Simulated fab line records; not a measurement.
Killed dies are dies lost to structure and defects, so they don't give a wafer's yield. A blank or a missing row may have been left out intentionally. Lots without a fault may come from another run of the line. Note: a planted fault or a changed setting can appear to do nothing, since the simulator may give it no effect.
Matching of chambers    flow n5-finfet    N5_BEOL_M6_ILD_DEP_00 on pecvd-04: 3 sister chambers
The step deposits SiCOH lowk from DEMS/porogen, target thk 179.75 nm, time 33.4 s. 6 wafers are shown with their chamber, then 9 later ones without.

EACH WAFER AND ITS CHAMBER
wafer   chamber  throttle-valve-pct (%)  heater-power-w (W)
L083.5  0        14.1                    482
L082.6  2        13.2                    432
L091.6  2        13.3                    419
L092.3  1        14.5                    368
L092.5  0        14.3                    406
L092.6  1        14.6                    375

WAFERS MISSING THEIR CHAMBER
wafer   throttle-valve-pct (%)  heater-power-w (W)
L090.2  14.1                    446
L090.3  14.5                    319
L090.6  14.2                    455
L093.1  14.0                    468
L093.3  13.3                    395
L093.6  14.1                    470
L097.2  14.6                    334
L097.3  14.6                    338
L097.6  14.6                    346

WHICH CHAMBER EACH ONE RAN IN
wafer   from the rows above  in truth
L090.2  0                    0
L090.3  1                    1
L090.6  0                    0
L093.1  0                    0
L093.3  2                    2
L093.6  0                    0
L097.2  1                    1
L097.3  1                    1
L097.6  1                    1
Placed correctly: 9 of 9. Can't be placed from these rows: 0. Placed wrongly: 0.
How it was worked out, from the rows above alone: a wafer's distance from a chamber is the root of the sum, over the readings, of the square of ((its reading less the chamber's mean) divided by the reading's scatter). The wafer belongs to the nearest chamber; if the next one is less than 2 further off, it can't be placed. For every chamber, the mean is computed from those of its wafers that are shown. How the scatter is found: for the shown wafers, subtract from each reading the mean of its chamber, square and add these, divide the total by (wafers less chambers), then take the root.
